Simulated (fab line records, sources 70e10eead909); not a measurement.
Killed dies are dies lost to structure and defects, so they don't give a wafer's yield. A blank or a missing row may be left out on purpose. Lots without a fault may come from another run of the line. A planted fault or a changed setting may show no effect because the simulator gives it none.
Problem report in the 8D (eight disciplines) form, filled by code | flow nand_harc | the parts of the form that need people (team, actions taken, sign-off) are left out

1. THE PROBLEM
killed_at_array at NHARC_END_SORT_01 reads a mean of 100 on 6 wafers of 2 lots; wafers without a fault read 29 with a standard deviation of 10. That is +7.1 standard deviations from the usual mean.
First seen on wafer L427.1, day 22 10:23, on prober-01. The record holds 12 wafers of 4 lots with a number at this step. Rule for "out", or "out of limits": more than 4 standard deviations from the usual mean. The other wafers with a number count as sound.

2. WHAT IT IS AND WHAT IT IS NOT
question                    | is                           | is not
which readings at this step | killed_at_array, killed_dies | killed_at_other, killed_at_periphery, killed_open
which lots                  | L427, L431                   | L421, L426
which wafers of those lots  | all that have a number       | -
read on which gauges        | prober-01                    | prober-02
when                        | from day 22 10:23            | up to then (6 sound wafers)

3. SUSPECTS, AND WHAT RULES EACH OUT
Counting: a tool at a process step up to the reading stays a suspect if it ran every lot that is out and no sound lot after the first of them.
- the gauge at NHARC_END_SORT_01: kept. All the wafers that are out were read on prober-01, and no step on other tools shows them out.
- har_cap_etch-02 at NHARC_A_CONTACT_ETCH_126 (etches the open film in C4F8/O2/Ar, time 155 s, target depth 956 nm): kept. It ran every lot that is out, first L427 (day 19 22:41), and no sound lot after that.
- plasma_asher-01 at NHARC_THIN_TSV_STRIP_56 (strips in O2): kept. It ran every lot that is out, first L427 (day 21 19:51), and no sound lot after that; its last sound lot up to then is L426 (day 21 18:40).
Left after counting: har_cap_etch-02 at NHARC_A_CONTACT_ETCH_126, plasma_asher-01 at NHARC_THIN_TSV_STRIP_56, prober-01 at NHARC_END_SORT_01.

4. THE CAUSE (what the simulator had put in)
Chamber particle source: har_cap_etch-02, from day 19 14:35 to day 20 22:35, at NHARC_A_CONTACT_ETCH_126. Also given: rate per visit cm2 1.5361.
Counting left 3 suspects, and this tool is among them.

5. THE CHAIN OF EFFECTS, in route order
Each row: a reading whose mean over the struck wafers that have a number lies more than 3 standard deviations from the usual. Only readings for which the record gives a usual standard deviation are gone through. hours: the time from each lot's start at the first step in this table that gives one to its start at this step, as a median over the lots. sigmas: the change in usual standard deviations.
hours | step              | reading         | usual | on struck wafers | change | sigmas
0     | NHARC_END_SORT_01 | killed_at_array | 29    | 100              | +71    | +7.1
0     | NHARC_END_SORT_01 | killed_dies     | 33    | 102              | +70    | +7.0

6. WHAT WOULD HAVE CAUGHT IT SOONER
In this record the first reading out of limits at a measuring or inspecting step was taken at day 22 10:23, 68 hours after the fault began at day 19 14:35.
Of the tool readings at NHARC_A_CONTACT_ETCH_126 for which the record gives a usual standard deviation, none was out on any struck wafer, so an alarm limit of 4 standard deviations on them would not have fired.
All the lots that are out (2) had begun NHARC_A_CONTACT_ETCH_126 on har_cap_etch-02 by day 22 10:23. A hold on the tool at that time would have spared none of them.
